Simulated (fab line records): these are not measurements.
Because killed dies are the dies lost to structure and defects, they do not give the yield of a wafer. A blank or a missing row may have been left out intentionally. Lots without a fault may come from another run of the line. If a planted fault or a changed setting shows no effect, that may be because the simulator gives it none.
fab line records	flow n5_finfet
[record] lots = 7	wafers = 39
route steps=1938 shown ZERO_LAYER@11 FIN_SAQP@130 SD_EPI_P@321 SD_ACTIVATION@330 BEOL_M5@1116
start_h: hours from the record's first day to the start of the lot's first wafer shown	wait_h: how many hours have passed since the lot's step before this one	" identical to the entry in the row above	L1.1+2: a row that stands for several wafers	- either no value or no given start	* or withheld: withheld	< > ~ a bound
route shown NAME@n: a module of which the file shows steps, and the number in the route of the first	usual: the fault-free wafers' mean and standard deviation	same: alike in all rows	chamber/n: place in a boat	sites: readings site by site	_std_site: their standard deviation	_edge_site: outer sites' mean less inner sites'	radius_mm: for every site, how far away it sits from the centre of the wafer	mask NAME#n: copy n	behind: the tool/chamber that last shaped the wafer	hold: reason for holding the lot/hours on hold/outcome of the hold	device: whichever transistor did not switch (one of n, p or np)	end of line: the same wafers' tests at the end of the route	where a step has no rows: the recipe by itself	killed: not the wafer's yield, but the dies lost to structure and defects at the first sort	map: per-die view of a wafer (x killed, . not killed, _ where there is no die)
set.NAME: the setting the step ran with; set.NAME@STEP: the setting that earlier step ran with	model.NAME: the simulator's own value behind a step, which no gauge read
lots whose settings were changed on purpose; a table a step, a row a wafer
[[steps]]
[step N5_ZERO_LAYER_DEVELOP_10]
[recipe] develop_time_s = 60	rinse_liquid = diw	dry = air_spin	dev_temp_c = 21
lot.wafer	tool	chamber	start_h	wait_h	set.develop_time_s
L074.1+2+6	litho_track-01	0	-	-	82.89
L074.3+4+5	"	0	"	"	60
L085.1+2+4	litho_track-01	0	-	-	60
L085.3+5+6	"	0	"	"	38.79
L086.1+3+6	litho_track-05	0	-	-	60
L086.2+4+5	"	0	"	"	28.85
L088.1+2+6	litho_track-03	0	-	-	73.53
L088.3+4+5	"	0	"	"	60
L093.1+5+6	litho_track-03	0	-	-	72.34
L093.2+3+4	"	0	"	"	60
L095.1+2+3	litho_track-05	0	-	-	60
L095.4+5+6	"	0	"	"	41.97
L096.1+2+5	litho_track-05	0	-	-	60
[step N5_ZERO_LAYER_HARDBAKE_23]
[recipe] temp_c = 130	time_s = 120
[step N5_ZERO_LAYER_CD_MEAS_11]
[recipe] target_cd_nm = 2000	landing_energy_ev = 500	detector = se_inlens
[usual] cd_nm = 2000.5/1.5
lot.wafer	tool	chamber	start_h	wait_h	set.develop_time_s@ZERO_LAYER_DEVELOP_10	cd_nm
L074.1	cd_sem-03	0	12.78	-	82.89	2006.5
L074.2	"	0	"	"	82.89	2008.5
L074.3	"	0	"	"	60	1999.7
L074.4	"	0	"	"	60	1999.3
L074.5	"	0	"	"	60	2000.4
L074.6	"	0	"	"	82.89	2006.4
L085.1	cd_sem-02	0	78.64	-	60	1999.8
L085.2	"	0	"	"	60	1999.7
L085.3	"	0	"	"	38.79	1991.7
L085.4	"	0	"	"	60	2001.2
L085.5	"	0	"	"	38.79	1991.0
L085.6	"	0	"	"	38.79	1990.5
L086.1	cd_sem-02	0	84.77	-	60	2001.2
L086.2	"	0	"	"	28.85	1986.3
L086.3	"	0	"	"	60	2002.4
L086.4	"	0	"	"	28.85	1985.1
L086.5	"	0	"	"	28.85	1986.7
L086.6	"	0	"	"	60	2003.4
L088.1	cd_sem-02	0	96.68	-	73.53	2002.2
L088.2	"	0	"	"	73.53	2001.5
L088.3	"	0	"	"	60	1999.2
L088.4	"	0	"	"	60	1998.9
L088.5	"	0	"	"	60	1999.9
L088.6	"	0	"	"	73.53	2004.5
L093.1	cd_sem-02	0	126.77	-	72.34	2003.0
L093.2	"	0	"	"	60	2000.0
L093.3	"	0	"	"	60	1998.1
L093.4	"	0	"	"	60	2000.2
L093.5	"	0	"	"	72.34	2004.6
L093.6	"	0	"	"	72.34	2003.9
L095.1	cd_sem-03	0	138.64	-	60	2001.2
L095.2	"	0	"	"	60	1999.0
L095.3	"	0	"	"	60	2001.6
L095.4	"	0	"	"	41.97	1992.1
L095.5	"	0	"	"	41.97	1992.9
L095.6	"	0	"	"	41.97	1993.7
L096.1	cd_sem-02	0	144.65	-	60	2001.4
L096.2	"	0	"	"	60	2000.3
L096.5	"	0	"	"	60	2000.3
[step N5_ZERO_LAYER_DESCUM_16]
[recipe] chemistry = O2	time_s = 7.9	source_power_w = 50	bias_power_w = 20	pressure_mtorr = 20	rf_frequency_hz = 2.712e+07	temp_c = 40	o2_flow_sccm = 225
lot.wafer	tool	chamber	start_h	wait_h	set.develop_time_s@ZERO_LAYER_DEVELOP_10	model.ZERO_LAYER.cd_nm
L074.1+6	rie_diel-03	2,3	12.82	0.0	82.89	2006
L074.2	"	1	"	"	82.89	2008
L074.3	"	3	"	"	60	2000
L074.4	"	0	"	"	60	1999
L074.5	"	0	"	"	60	2001
L085.1+2	rie_diel-02	2,1	78.68	0.0	60	2000
L085.3	"	3	"	"	38.79	1992
L085.4	"	1	"	"	60	2001
L085.5+6	"	3,2	"	"	38.79	1991
L086.1	rie_diel-05	0	84.80	0.0	60	2001
L086.2	"	2	"	"	28.85	1986
L086.3	"	3	"	"	60	-
L086.4	"	2	"	"	28.85	1985
L086.5	"	0	"	"	28.85	1987
L086.6	"	3	"	"	60	2004
L088.1+2	rie_diel-02	3,0	97.36	0.7	73.53	2002
L088.3+4	"	1,2	"	"	60	1999
L088.5	"	3	"	"	60	2000
L088.6	"	0	"	"	73.53	2004
L093.1	rie_diel-03	1	126.91	0.1	72.34	2003
L093.2+4	"	3,0	"	"	60	2000
L093.3	"	2	"	"	60	1998
L093.5	"	2	"	"	72.34	2005
L093.6	"	1	"	"	72.34	2004
L095.1	rie_diel-02	1	138.91	0.3	60	2001
L095.2	"	0	"	"	60	1999
L095.3	"	3	"	"	60	2002
L095.4	"	2	"	"	41.97	1992
L095.5	"	0	"	"	41.97	1993
L095.6	"	1	"	"	41.97	1994
L096.1	rie_diel-03	0	144.81	0.2	60	2001
L096.2+5	"	3,0	"	"	60	2000
[step N5_ZERO_LAYER_ETCH_17]
[recipe] chemistry = CF4	target = SiO2	target_depth_a = 120	time_s = 13.3	ion_energy_ev = 350	pressure_mtorr = 40	source_w = 450	bias_w = 215	Ar_flow_sccm = 100	cf4_flow_sccm = 100
lot.wafer	tool	chamber	start_h	wait_h	set.develop_time_s@ZERO_LAYER_DEVELOP_10	model.ZERO_LAYER.cd_nm
L074.1+6	rie_diel-03	2,3	12.85	0.0	82.89	2006
L074.2	"	1	"	"	82.89	2008
L074.3	"	3	"	"	60	2000
L074.4	"	0	"	"	60	1999
L074.5	"	0	"	"	60	2001
L085.1+2	rie_diel-02	2,1	78.72	0.0	60	2000
L085.3	"	3	"	"	38.79	1992
L085.4	"	1	"	"	60	2001
L085.5+6	"	3,2	"	"	38.79	1991
L086.1	rie_diel-05	0	84.84	0.0	60	2001
L086.2	"	2	"	"	28.85	1986
L086.3	"	3	"	"	60	2003
L086.4	"	2	"	"	28.85	1985
L086.5	"	0	"	"	28.85	1987
L086.6	"	3	"	"	60	2004
L088.1+2	rie_diel-02	3,0	97.39	0.0	73.53	2002
L088.3+4	"	1,2	"	"	60	1999
L088.5	"	3	"	"	60	2000
L088.6	"	0	"	"	73.53	2004
L093.1	rie_diel-03	1	126.94	0.0	72.34	2003
L093.2+4	"	3,0	"	"	60	2000
L093.3	"	2	"	"	60	1998
L093.5	"	2	"	"	72.34	2005
L093.6	"	1	"	"	72.34	2004
L095.1	rie_diel-02	1	138.94	0.0	60	2001
L095.2	"	0	"	"	60	1999
L095.3	"	3	"	"	60	2002
L095.4	"	2	"	"	41.97	1992
L095.5	"	0	"	"	41.97	1993
L095.6	"	1	"	"	41.97	1994
L096.1	rie_diel-03	0	144.85	0.0	60	2001
L096.2+5	"	3,0	"	"	60	2000
[step N5_FIN_SAQP_ETCH_65]
[recipe] chemistry = CF4	target = SiO2	target_depth_a = 40	ion_energy_ev = 350	time_s = 4.4	pressure_mtorr = 10	icp_w = 800	bias_w = 400	cf4_flow_sccm = 80
lot.wafer	tool	chamber	start_h	wait_h	set.time_s	model.etch.depth_nm
L074.1	rie_si-06	3	24.81	0.1	4.4	3.99
L074.2	"	0	"	"	4.4	4.018
L074.3	"	2	"	"	4.4	4.077
L074.4	"	1	"	"	3.165	2.883
L074.5	"	0	"	"	3.165	2.882
L074.6	"	1	"	"	3.165	2.874
L085.1	rie_si-06	3	91.65	0.1	4.4	3.939
L085.2	"	2	"	"	4.4	4.066
L085.3	"	1	"	"	3.103	2.807
L085.4	"	0	"	"	3.103	2.79
L085.5	"	1	"	"	4.4	3.969
L085.6	"	0	"	"	3.103	2.789
L086.1	rie_si-06	2	98.73	0.1	5.572	5.188
L086.2	"	1	"	"	4.4	3.977
L086.3	"	0	"	"	5.572	5.046
L086.4	"	3	"	"	4.4	3.924
L086.5	"	2	"	"	5.572	5.167
L086.6	"	1	"	"	4.4	3.975
L088.1	rie_si-06	0	109.30	0.1	4.4	3.968
L088.2	"	2	"	"	3.515	3.27
L088.3	"	1	"	"	4.4	3.963
L088.4	"	3	"	"	4.4	3.933
L088.5	"	1	"	"	3.515	3.164
L088.6	"	0	"	"	3.515	3.182
L093.1	rie_si-06	2	139.40	0.1	4.4	4.077
L093.2	"	0	"	"	6.73	6.081
L093.3	"	3	"	"	6.73	6.036
L093.4	"	1	"	"	4.4	3.978
L093.5	"	3	"	"	4.4	3.939
L093.6	"	2	"	"	6.73	6.246
L095.1	rie_si-02	1	151.13	0.1	4.4	3.928
L095.2	"	3	"	"	4.4	3.937
L095.3	"	2	"	"	4.4	4.033
L095.4	"	0	"	"	4.4	3.98
L095.5	"	1	"	"	4.4	3.935
L095.6	"	0	"	"	4.4	3.941
L096.1	rie_si-06	1	157.25	0.1	4.4	3.999
L096.2	"	2	"	"	4.4	4.021
L096.5	"	2	"	"	4.4	4.078
[step N5_SD_EPI_P_EPI_21]
[recipe] material = SiGe:B	dopant = B	temp_c = 550	pressure_torr = 20	ambient = H2	time_s = 355
lot.wafer	tool	chamber	start_h	wait_h	set.epi_growth_time_s	model.SiGe-B_of_SD_EPI_P_EPI_21.thk_nm
L074.1	epi_rpcvd-01	0	56.63	0.1	355	60.8
L074.2+3	"	0	"	"	355	61.2
L074.4	"	0	"	"	355	61.4
L074.5	"	0	"	"	355	60.2
L074.6	"	0	"	"	355	60.4
L086.1+5	epi_rpcvd-03	0	130.03	0.3	298.9	55.4
L086.2	"	0	"	"	355	60.4
L086.3+6	"	0	"	"	355	61.2
L086.4	"	0	"	"	298.9	55.2
L085.1+5+6	epi_rpcvd-04	0	130.37	0.3	355	62
L085.2	"	0	"	"	355	62.2
L085.3	"	0	"	"	355	61.8
L085.4	"	0	"	"	355	60.8
L088.1+3+5	epi_rpcvd-04	0	141.47	0.3	355	61.4
L088.2	"	0	"	"	355	61.8
L088.4	"	0	143.39	2.0	355	62.2
L088.6	"	0	144.67	3.2	355	61.6
L093.1	epi_rpcvd-03	0	170.03	0.2	355	62.4
L093.2	"	0	"	"	432.1	70.2
L093.3	"	0	"	"	355	60.8
L093.4	"	0	"	"	355	62
L093.5	"	0	"	"	432.1	70.8
L093.6	"	0	"	"	432.1	71.6
L095.1+5+6	epi_rpcvd-04	0	181.79	0.1	229.5	43
L095.2+4	"	0	"	"	355	61.6
L095.3	"	0	"	"	355	60.8
L096.1	epi_rpcvd-03	0	189.99	0.1	355	61.2
L096.2+5	"	0	"	"	355	61.6
[step N5_SD_EPI_P_EPI_MEAS_23]
[recipe] mode = xrd
[usual] thk_nm = 61.2/1.3
lot.wafer	tool	chamber	start_h	wait_h	set.epi_growth_time_s@SD_EPI_P_EPI_21	thk_nm
L074.1	film_metro-01	-	58.82	1.8	355	60.2
L074.2	"	-	"	"	355	60.7
L074.3	"	-	"	"	355	61.8
L074.4	"	-	"	"	355	62.4
L074.5	"	-	"	"	355	60.6
L074.6	"	-	"	"	355	60.5
L086.1	film_metro-02	-	133.91	3.2	298.9	56.4
L086.2	"	-	"	"	355	62.1
L086.3	"	-	"	"	355	61.6
L086.4	"	-	"	"	298.9	56.0
L086.5	"	-	"	"	298.9	55.6
L086.6	"	-	"	"	355	58.3
L085.1	film_metro-01	-	134.26	3.3	355	62.7
L085.2	"	-	"	"	355	62.0
L085.3	"	-	"	"	355	62.3
L085.4	"	-	"	"	355	60.6
L085.5	"	-	"	"	355	61.4
L085.6	"	-	"	"	355	61.2
L088.1	film_metro-01	-	145.34	3.2	355	60.4
L088.2	"	-	"	"	355	62.8
L088.3	"	-	"	"	355	62.0
L088.4	"	-	"	"	355	62.6
L088.5	"	-	"	"	355	62.2
L088.6	"	-	"	"	355	61.3
L093.1	film_metro-02	-	172.95	2.4	355	62.5
L093.2	"	-	"	"	432.1	68.9
L093.3	"	-	"	"	355	58.5
L093.4	"	-	"	"	355	62.4
L093.5	"	-	"	"	432.1	71.6
L093.6	"	-	"	"	432.1	71.2
L095.1	film_metro-01	-	183.99	1.8	229.5	40.2
L095.2	"	-	"	"	355	60.8
L095.3	"	-	"	"	355	61.1
L095.4	"	-	"	"	355	61.5
L095.5	"	-	"	"	229.5	43.2
L095.6	"	-	"	"	229.5	43.2
L096.1	film_metro-02	-	192.19	1.8	355	58.6
L096.2	"	-	"	"	355	61.3
L096.5	"	-	"	"	355	60.3
[step N5_SD_EPI_P_HM_STRIP_48]
[recipe] chemistry = H3PO4	temp_c = 160	material = SiNx	target = SiNx	target_depth_a = 30	overetch_fraction = 0.3
[step N5_SD_EPI_P_SRD_49]
[recipe] dry = ipa_marangoni	time_s = 30	temp_c = 23	rinse_liquid = diw
[step N5_SD_ACTIVATION_RTA_00]
[recipe] temp_c = 975	time_s = 0	ambient = N2	idle_temp_c = 600	ramp_up_c_per_s = 150	ramp_down_c_per_s = 60	cool_to_c = 600
[step N5_SD_ACTIVATION_LSA_01]
[recipe] temp_c = 1080	time_s = 0.0008	ambient = N2
[step N5_SD_ACTIVATION_RS_MEAS_03]
[recipe] thk_meas_gauge = four-point-probe
[usual] RS_SD_N = 21.79/0.27	RS_SD_P = 55.7/0.83
lot.wafer	tool	chamber	start_h	wait_h	set.epi_growth_time_s@SD_EPI_P_EPI_21	RS_SD_N[ohm/sq]	RS_SD_P[ohm/sq]
L074.1	film_metro-02	-	59.61	0.2	355	21.96	55.5
L074.2	"	-	"	"	355	22.39	55.6
L074.3	"	-	"	"	355	22.25	55.6
L074.4	"	-	"	"	355	21.71	55.3
L074.5	"	-	"	"	355	22.01	56.4
L074.6	"	-	"	"	355	22.23	56.6
L086.1	film_metro-02	-	134.53	0.2	298.9	21.67	61.0
L086.2	"	-	"	"	355	21.33	56.0
L086.3	"	-	"	"	355	21.20	55.4
L086.4	"	-	"	"	298.9	21.70	61.6
L086.5	"	-	"	"	298.9	21.60	60.6
L086.6	"	-	"	"	355	21.34	55.1
L085.1	film_metro-01	-	134.88	0.2	355	22.11	55.0
L085.2	"	-	"	"	355	21.78	54.3
L085.3	"	-	"	"	355	22.16	54.7
L085.4	"	-	"	"	355	21.91	55.5
L085.5	"	-	"	"	355	21.66	55.0
L085.6	"	-	"	"	355	21.92	55.0
L088.1	film_metro-01	-	145.95	0.2	355	21.67	55.4
L088.2	"	-	"	"	355	22.03	55.4
L088.3	"	-	"	"	355	21.78	55.0
L088.4	"	-	"	"	355	21.41	55.2
L088.5	"	-	"	"	355	22.06	55.6
L088.6	"	-	"	"	355	21.87	55.5
L093.1	film_metro-01	-	173.57	0.2	355	21.62	55.7
L093.2	"	-	"	"	432.1	21.55	50.0
L093.3	"	-	"	"	355	21.51	56.9
L093.4	"	-	"	"	355	21.59	55.6
L093.5	"	-	"	"	432.1	21.43	49.5
L093.6	"	-	"	"	432.1	21.48	48.3
L095.1	film_metro-02	-	184.74	0.2	229.5	21.63	80.4
L095.2	"	-	"	"	355	22.09	56.2
L095.3	"	-	"	"	355	21.93	56.8
L095.4	"	-	"	"	355	21.97	56.2
L095.5	"	-	"	"	229.5	21.87	80.7
L095.6	"	-	"	"	229.5	21.77	80.9
L096.1	film_metro-02	-	193.09	0.2	355	21.58	56.1
L096.2	"	-	"	"	355	21.72	55.5
L096.5	"	-	"	"	355	21.52	55.2
[step N5_BEOL_M5_HM_DEP_02]
[recipe] material = TiN	target_thk_a = 200	temp_c = 25	chamber_pressure_pa = 0.49996
lot.wafer	tool	chamber	start_h	wait_h	set.target_thk_a	model.TiN_of_BEOL_M5_HM_DEP_02.thk_nm
L074.1+3+5	pvd_sputter-03	-	170.92	1.4	151.1	15.2
L074.2+6	"	-	"	"	200	20
L074.4	"	-	"	"	200	20.2
L086.1+2+6	pvd_sputter-01	-	239.32	1.1	200	19.8
L086.3+4+5	"	-	"	"	200	19.6
L085.1+3	pvd_sputter-01	-	239.42	0.9	152.9	15.4
L085.2+4	"	-	"	"	200	19.8
L085.5	"	-	"	"	200	20.2
L085.6	"	-	"	"	152.9	15.2
L088.1+2+6	pvd_sputter-01	-	247.89	1.3	200	20
L088.3+5	"	-	"	"	263.8	26.4
L088.4	"	-	"	"	263.8	26.6
L093.1	pvd_sputter-02	-	283.28	1.2	301.1	29.6
L093.2+5	"	-	"	"	200	19.6
L093.3	"	-	"	"	200	19.8
L093.4+6	"	-	"	"	301.1	29.8
L096.1+5	pvd_sputter-02	-	299.45	0.6	200	19.6
L096.2	"	-	"	"	200	19.8
L095.1+2	pvd_sputter-03	-	306.46	1.1	200	20
L095.3+4+5+6	"	-	"	"	200	19.8
[step N5_BEOL_M5_COAT_59]
[recipe] resist = SOC	temp_c = 250	time_s = 60	spin_rpm = 1500	resist_thk_nm = 60
[step N5_BEOL_M5_COAT_60]
[recipe] resist = SiARC	temp_c = 220	time_s = 60	spin_rpm = 1500	resist_thk_nm = 12
[step N5_BEOL_M5_STRIP_73]
[recipe] chemistry = N2/H2	temp_c = 40	n2_flow_sccm = 200	h2_flow_sccm = 200	rf_frequency_hz = 6e+07
[step N5_BEOL_M5_STRIP_64]
[recipe] chemistry = CF4	resist = SiARC	power_w = 300	bias_power_w = 75	pressure_mtorr = 50	cf4_flow_sccm = 150	rf_frequency_hz = 6e+07
[step N5_BEOL_M5_HM_OPEN_17]
[recipe] chemistry = Cl2/BCl3	target_depth_a = 200	overetch_a = 60	target = TiN	mask_material = SOC	ion_energy_ev = 150	pressure_mtorr = 10	icp_w = 1000	bias_w = 126	Cl2_flow_sccm = 53.25	bcl3_flow_sccm = 21.75	Ar_flow_sccm = 25
lot.wafer	tool	chamber	start_h	wait_h	set.target_thk_a@BEOL_M5_HM_DEP_02	model.etch.depth_nm
L074.1	rie_metal-03	1	171.68	0.0	151.1	15.28
L074.2	"	0	"	"	200	20
L074.3	"	0	"	"	151.1	15.25
L074.4	"	1	"	"	200	20.24
L074.5	"	0	"	"	151.1	15.15
L074.6	"	1	"	"	200	20.05
L086.1	rie_metal-02	1	240.24	0.0	200	19.85
L086.2	"	0	"	"	200	19.71
L086.3	"	0	"	"	200	19.53
L086.4	"	1	"	"	200	19.69
L086.5	"	0	"	"	200	19.62
L086.6	"	1	"	"	200	19.74
L085.1	rie_metal-03	0	240.38	0.0	152.9	15.33
L085.2	"	1	"	"	200	19.76
L085.3	"	0	"	"	152.9	15.37
L085.4	"	1	"	"	200	19.87
L085.5	"	0	"	"	200	20.11
L085.6	"	1	"	"	152.9	15.18
L088.1+2	rie_metal-03	0,1	249.61	0.0	200	19.91
L088.3	"	1	"	"	263.8	26.46
L088.4	"	0	"	"	263.8	26.09
L088.5	"	1	"	"	263.8	26.29
L088.6	"	0	"	"	200	20
L093.1	rie_metal-01	1	284.22	0.0	301.1	26.34
L093.2	"	0	"	"	200	19.6
L093.3	"	1	"	"	200	19.74
L093.4	"	0	"	"	301.1	26.54
L093.5	"	0	"	"	200	19.65
L093.6	"	1	"	"	301.1	26.16
L096.1	rie_metal-03	0	300.21	0.0	200	19.68
L096.2	"	1	"	"	200	19.71
L096.5	"	0	"	"	200	19.67
L095.1	rie_metal-01	1	307.54	0.0	200	19.94
L095.2	"	0	"	"	200	19.91
L095.3	"	1	"	"	200	19.73
L095.4	"	0	"	"	200	19.81
L095.5	"	1	"	"	200	19.79
L095.6	"	0	"	"	200	19.84
[step N5_BEOL_M5_STRIP_19]
[recipe] chemistry = O2	power_w = 400	temp_c = 40	pressure_mtorr = 30	rf_frequency_hz = 6e+07	bias_power_w = 0	overash_fraction = 0.2	o2_flow_sccm = 225
[step N5_BEOL_M5_ETCH_41]
[recipe] chemistry = CH3F/O2	target = SiCN	target_depth_a = 315	taper_deg = 2	time_s = 56.7	ion_energy_ev = 120	mask_material = TiN	pressure_mtorr = 30	source_w = 395	bias_w = 75	Ar_flow_sccm = 150	CH3F_flow_sccm = 30	O2_flow_sccm = 20
[step N5_BEOL_M5_STRIP_91]
[recipe] chemistry = N2/H2	time_s = 10	power_w = 450	temp_c = 40	pressure_mtorr = 20	rf_frequency_hz = 6e+07	bias_power_w = 7	n2_flow_sccm = 200	h2_flow_sccm = 200
[step N5_BEOL_M5_OCD_MEAS_38]
[usual] trench_depth_nm = 71.5/1.1
lot.wafer	tool	chamber	start_h	wait_h	set.target_thk_a@BEOL_M5_HM_DEP_02	trench_depth_nm
L074.1	ocd-02	-	176.68	-	151.1	71.8
L074.2	"	-	"	"	200	70.7
L074.3	"	-	"	"	151.1	72.9
L074.4	"	-	"	"	200	71.2
L074.5	"	-	"	"	151.1	71.5
L074.6	"	-	"	"	200	70.6
L086.1	ocd-02	-	241.31	-	200	71.1
L086.2	"	-	"	"	200	72.3
L086.3	"	-	"	"	200	72.7
L086.4	"	-	"	"	200	71.7
L086.5	"	-	"	"	200	72.2
L086.6	"	-	"	"	200	71.1
L085.1	ocd-01	-	241.78	-	152.9	73.4
L085.2	"	-	"	"	200	71.1
L085.3	"	-	"	"	152.9	73.2
L085.4	"	-	"	"	200	73.1
L085.5	"	-	"	"	200	72.8
L085.6	"	-	"	"	152.9	70.8
L088.1	ocd-02	-	251.39	-	200	71.0
L088.2	"	-	"	"	200	72.2
L088.3	"	-	"	"	263.8	69.0
L088.4	"	-	"	"	263.8	70.2
L088.5	"	-	"	"	263.8	70.2
L088.6	"	-	"	"	200	69.4
L093.1	ocd-01	-	287.79	-	301.1	15.2
L093.2	"	-	"	"	200	72.0
L093.3	"	-	"	"	200	72.3
L093.4	"	-	"	"	301.1	15.8
L093.5	"	-	"	"	200	71.8
L093.6	"	-	"	"	301.1	9.1
L096.1	ocd-02	-	302.29	-	200	69.8
L096.2	"	-	"	"	200	72.3
L096.5	"	-	"	"	200	69.1
L095.1	ocd-02	-	309.22	-	200	71.7
L095.2	"	-	"	"	200	71.5
L095.3	"	-	"	"	200	71.0
L095.4	"	-	"	"	200	71.3
L095.5	"	-	"	"	200	71.3
L095.6	"	-	"	"	200	71.2
[[key]]
[split] step = N5_ZERO_LAYER_DEVELOP_10	setting = develop_time_s	stated = 60	by = wafer
[response] step = N5_ZERO_LAYER_CD_MEAS_11	reading = cd_nm	change = +0.255	per = 1%	r = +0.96
[response] step = N5_ZERO_LAYER_DESCUM_16	reading = model.ZERO_LAYER.cd_nm	change = +0.249	per = 1%	r = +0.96
[response] step = N5_ZERO_LAYER_ETCH_17	reading = model.ZERO_LAYER.cd_nm	change = +0.255	per = 1%	r = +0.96
[split] step = N5_FIN_SAQP_ETCH_65	setting = time_s	stated = 4.4	by = wafer
[response] step = N5_FIN_SAQP_ETCH_65	reading = model.etch.depth_nm	change = +0.0406	per = 1%	r = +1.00
[split] step = N5_SD_EPI_P_EPI_21	setting = epi_growth_time_s	stated = 355	by = wafer
[response] step = N5_SD_EPI_P_EPI_21	reading = model.SiGe-B_of_SD_EPI_P_EPI_21.thk_nm	change = +0.474	per = 1%	r = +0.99
[response] step = N5_SD_EPI_P_EPI_MEAS_23	reading = thk_nm	change = *	per = 1%	r = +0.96
[response] step = N5_SD_ACTIVATION_RS_MEAS_03	reading = RS_SD_P	change = -0.555	per = 1%	r = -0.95
[split] step = N5_BEOL_M5_HM_DEP_02	setting = target_thk_a	stated = 200	by = wafer
[response] step = N5_BEOL_M5_HM_DEP_02	reading = model.TiN_of_BEOL_M5_HM_DEP_02.thk_nm	change = +0.199	per = 1%	r = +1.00
[response] step = N5_BEOL_M5_HM_OPEN_17	reading = model.etch.depth_nm	change = +0.163	per = 1%	r = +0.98
[response] step = N5_BEOL_M5_OCD_MEAS_38	reading = trench_depth_nm	shape = bent	at_lowest = 72.1	at_stated = 71.4	at_highest = 13.4
